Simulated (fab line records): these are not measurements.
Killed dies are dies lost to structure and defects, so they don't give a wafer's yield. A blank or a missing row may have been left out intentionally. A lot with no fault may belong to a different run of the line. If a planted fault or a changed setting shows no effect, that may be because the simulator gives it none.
fab line records	flow n5-finfet
record: lots: 7	wafers: 39
route steps=1938 shown WELL_APT@55 FIN_SAQP@94 FIN_CUT@173 STI_FIN_REVEAL@183 DUMMY_GATE@237 SPACER0@258 HKMG_FIN@386 BEOL_M4@1111
start-h: start of the lot's first displayed wafer, in hours after the record's first day	wait-h: hours from the lot's prior step to this one	" unchanged from the row above	L1.1+2: a row that stands for several wafers	- value missing, or start not given	* or withheld: withheld	< > ~ a bound
route shown NAME@n: names a module that has steps shown in the file, with the first one's number in the route	usual: mean/standard deviation of fault-free wafers	same: alike in all rows	chamber/n: place in a boat	sites: each site's reading	_std_site: the standard deviation of these	_edge_site: the outer-site mean with the inner-site mean subtracted	radius-mm: how far each site lies from the wafer's centre	mask NAME#n: copy n	behind: tool/chamber where the wafer was last shaped	hold: why the lot was held/for how many hours/how that ended	device: the n, p or np transistor that did not switch	end of line: tests run on the same wafers once the route is complete	a step with no rows: only its recipe	killed: dies lost to structure and defects at the first sort, not the wafer's yield	map: the dies of a wafer, with x for killed, . for not killed, _ for no die there
set.NAME: the run value of the setting; set.NAME@STEP: its run value at that earlier step	model.NAME: the simulator's own value behind a step, which no gauge read
lots with deliberately changed settings; one table per step, one row per wafer
== steps ==
step: N5_WELL_APT_EPI_41
recipe: material: Si	target-thk-a: 500	temp-c: 650	precursor: SiH4/H2	pressure-torr: 20	time-s: 297.7
step: N5_FIN_SAQP_ALD_61
recipe: material: SiO2	target-thk-a: 40	temp-c: 300	ald-precursor-family: BDEAS	ald-co-reactant: O2-plasma	pulse-time-s: 1	purge-time-s: 2	co-reactant-purge-time-s: 2	ald-cycles: 43	pressure-torr: 2
step: N5_FIN_CUT_CUT_ETCH_26
recipe: chemistry: CH3F/O2	target: SiNx	target-depth-a: 390	mask-material: SOC	time-s: 55.7	pressure-mtorr: 30	source-w: 395	bias-w: 73	Ar_flow_sccm: 150	CH3F_flow_sccm: 30	O2_flow_sccm: 20	ion-energy-ev: 120
step: N5_STI_FIN_REVEAL_ALD_00
recipe: material: SiO2	target-thk-a: 10	temp-c: 300	ald-precursor-family: BDEAS	ald-co-reactant: O2-plasma	pulse-time-s: 1	pressure-torr: 2
step: N5_STI_FIN_REVEAL_OXIDATION_33
recipe: chemistry: O2_PLASMA_REMOTE	temp-c: 150	time-s: 20	pressure-mtorr: 1000	source-power-w: 2000	o2-flow-sccm: 3000
step: N5_DUMMY_GATE_ETCH_37
recipe: chemistry: N2/H2	target: SOC	target-depth-a: 600	overetch-a: 300	temp-c: 40	ion-energy-ev: 200	pressure-mtorr: 30	source-w: 840	bias-w: 150	n2-flow-sccm: 200	h2-flow-sccm: 200
step: N5_SPACER0_ALD_07
recipe: material: SiNx	target-thk-a: 20	temp-c: 400	ald-precursor-family: SiH2I2	ald-co-reactant: N2/H2-plasma	pressure-torr: 2
step: N5_HKMG_FIN_HK_ALD_01
recipe: material: HfO2	target-thk-a: 16	temp-c: withheld	ald-precursor-family: HfCl4	ald-co-reactant: H2O	pulse-time-s: 3	purge-time-s: 3	co-reactant-purge-time-s: 2.5	co-reactant-pulse-time-s: 0.3	ald-cycles: 30
step: N5_HKMG_FIN_CVD_62
recipe: material: a-Si	target-thk-a: 30	temp-c: 500	precursor: Si2H6	pressure-torr: 1	time-s: 20.8
step: N5_BEOL_M4_RC_MEAS_101
usual: CJ_N: 4.38/0.1	EOT_P: 10.48/0.099	IGATE_N: 0.0125/0.0021	IGATE_P: 0.0038/0.00066	RS_PWELL: 3007/23
lot.wafer	tool	chamber	start-h	wait-h	set.target-thk-a@WELL_APT_EPI_41	set.ald-cycles@FIN_SAQP_ALD_61	set.time-s@FIN_CUT_CUT_ETCH_26	set.target-thk-a@STI_FIN_REVEAL_ALD_00	set.time-s@STI_FIN_REVEAL_OXIDATION_33	set.source-w@DUMMY_GATE_ETCH_37	set.target-thk-a@SPACER0_ALD_07	set.ald-cycles@HKMG_FIN_HK_ALD_01	set.time-s@HKMG_FIN_CVD_62	CJ_N	EOT_P	IGATE_N[nA/um]	IGATE_P[nA/um]	RS_PWELL[ohm/sq]
L075.2	prober-01	0	179.57	0.2	500	43	55.7	10	20	840	20	30	20.8	4.44	10.44	0.0162	0.0049	3014
L075.3	"	0	"	"	500	43	55.7	10	20	840	20	30	20.8	4.51	10.38	0.0144	0.0043	2998
L075.4	"	0	"	"	500	43	55.7	10	20	840	20	30	20.8	4.43	10.42	0.0139	0.0042	3030
L078.1	prober-02	0	188.09	0.0	500	43	46.82	10	20	840	20	30	20.7	4.25	10.42	0.0129	0.0040	3018
L078.2	"	0	"	"	483.9	36	55.7	10	23.54	840	20	32	20.7	4.51	10.62	0.0051	0.0016	3047
L078.3	"	0	"	"	483.9	43	46.82	10.65	23.54	840	20	32	20.7	4.45	10.72	0.0055	0.0017	3068
L078.4	"	0	"	"	500	36	46.82	10.65	23.54	840	20	30	20.8	4.50	10.43	0.0112	0.0034	3002
L078.5	"	0	"	"	483.9	36	55.7	10.65	20	840	20	32	20.8	4.51	10.66	0.0066	0.0020	3033
L078.6	"	0	"	"	500	43	55.7	10	20	840	20	30	20.8	4.35	10.61	0.0108	0.0034	3064
L081.1	prober-01	0	205.86	0.0	500	43	55.7	11.14	20	840	20	30	20.8	4.42	10.55	0.0111	0.0033	2996
L081.2	"	0	"	"	469.2	43	55.7	10	13.82	840	20	30	20.8	4.55	10.53	0.0112	0.0034	3019
L081.3	"	0	"	"	500	43	63.68	11.14	13.82	840	20	30	20.8	4.12	10.37	0.0179	0.0054	3014
L081.4	"	0	"	"	469.2	43	55.7	11.14	13.82	840	20	30	20.8	4.53	10.65	0.0101	0.0030	3017
L081.5	"	0	"	"	469.2	43	63.68	10	20	840	20	30	20.8	4.60	10.46	0.0123	0.0038	3003
L081.6	"	0	"	"	500	43	63.68	10	20	840	20	30	20.8	4.25	10.38	0.0168	0.0051	3000
L085.1	prober-02	0	228.71	0.0	500	43	55.7	10	20	938.5	20	30	20.8	4.32	10.58	0.0114	0.0034	2962
L085.2	"	0	"	"	462.4	38	55.7	10	20	840	22.98	28	21.1	4.55	10.26	0.0213	0.0062	3032
L085.3	"	0	"	"	500	43	62.14	10	25.56	840	22.98	30	20.8	4.41	10.33	0.0133	0.0040	2978
L085.4	"	0	"	"	462.4	43	55.7	10	25.56	938.5	20	30	21.1	4.66	10.43	0.0120	0.0036	3054
L085.5	"	0	"	"	462.4	38	62.14	10	20	840	20	28	20.8	4.75	10.38	0.0197	0.0059	3021
L085.6	"	0	"	"	500	38	62.14	10	25.56	938.5	22.98	28	21.1	4.26	10.21	0.0260	0.0077	3005
L092.1	prober-01	0	273.59	0.0	538.8	43	55.7	10	20	840	17.74	30	21.1	4.04	10.52	0.0119	0.0034	2967
L092.2	"	0	"	"	500	43	55.7	10.6	18.1	840	20	30	21.1	4.40	10.55	0.0127	0.0036	3048
L092.3	"	0	"	"	538.8	43	50.18	10.6	18.1	713.2	17.74	30	20.8	3.71	10.41	0.0151	0.0044	2966
L092.4	"	0	"	"	500	43	50.18	10	18.1	713.2	20	30	21.1	4.30	10.31	0.0156	0.0045	3034
L092.5	"	0	"	"	500	43	55.7	10	20	713.2	17.74	30	20.8	4.47	10.50	0.0155	0.0045	3047
L092.6	"	0	"	"	538.8	43	50.18	10.6	20	840	20	30	20.8	3.77	10.54	0.0099	0.0029	2955
L094.1	prober-02	0	294.86	0.0	500	43	62.35	9.129	20	706.3	17.37	26	21.07	4.33	10.07	0.0501	0.0144	3014
L094.2	"	0	"	"	530.2	43	55.7	10	20	706.3	20	30	21.07	4.15	10.37	0.0138	0.0040	2924
L094.3	"	0	"	"	530.2	39	62.35	9.129	20	840	17.37	30	20.8	3.98	10.58	0.0108	0.0031	2959
L094.4	"	0	"	"	500	43	55.7	9.129	20	840	20	26	21.07	4.16	10.02	0.0552	0.0159	2988
L094.5	"	0	"	"	530.2	39	55.7	10	20	706.3	17.37	26	20.8	3.82	10.13	0.0499	0.0145	2983
L094.6	"	0	"	"	500	39	62.35	10	20	840	20	30	20.8	4.24	10.33	0.0132	0.0039	2957
L097.1	prober-02	0	310.00	0.0	500	43	61.96	10	17.09	840	20	32	20.8	4.41	10.54	0.0060	0.0018	3042
L097.2	"	0	"	"	500	43	55.7	10	20	840	20	30	20.8	4.38	10.20	0.0180	0.0056	3029
L097.3	"	0	"	"	481	43	55.7	10	17.09	840	17.37	30	20.8	4.69	10.44	0.0142	0.0044	3039
L097.4	"	0	"	"	481	43	55.7	10	20	840	17.37	32	20.8	4.59	10.46	0.0092	0.0028	3051
L097.5	"	0	"	"	500	43	61.96	10	17.09	840	17.37	30	20.8	4.41	10.45	0.0135	0.0042	3021
L097.6	"	0	"	"	481	43	61.96	10	20	840	20	32	20.8	4.74	10.59	0.0073	0.0022	3055
== key ==
split: step: N5_WELL_APT_EPI_41	setting: target-thk-a	stated-as: 500
response: step: N5_BEOL_M4_RC_MEAS_101	reading: CJ_N	slope: -0.0531	per: 1%	together-with: all	explained: 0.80
response: step: N5_BEOL_M4_RC_MEAS_101	reading: RS_PWELL	slope: -6.57	per: 1%	together-with: all	explained: 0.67
split: step: N5_FIN_SAQP_ALD_61	setting: ald-cycles	stated-as: 43
response none clear
split: step: N5_FIN_CUT_CUT_ETCH_26	setting: time-s	stated-as: 55.7
response none clear
split: step: N5_STI_FIN_REVEAL_ALD_00	setting: target-thk-a	stated-as: 10
response none clear
split: step: N5_STI_FIN_REVEAL_OXIDATION_33	setting: time-s	stated-as: 20
response none clear
split: step: N5_DUMMY_GATE_ETCH_37	setting: source-w	stated-as: 840
response none clear
split: step: N5_SPACER0_ALD_07	setting: target-thk-a	stated-as: 20
response none clear
split: step: N5_HKMG_FIN_HK_ALD_01	setting: ald-cycles	stated-as: 30
response: step: N5_BEOL_M4_RC_MEAS_101	reading: IGATE_P	slope: -0.000648	per: 1%	together-with: all	explained: 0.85
response: step: N5_BEOL_M4_RC_MEAS_101	reading: IGATE_N	slope: -0.00221	per: 1%	together-with: all	explained: 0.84
response: step: N5_BEOL_M4_RC_MEAS_101	reading: EOT_P	slope: +0.0249	per: 1%	together-with: all	explained: 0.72
split: step: N5_HKMG_FIN_CVD_62	setting: time-s	stated-as: 20.8
response none clear
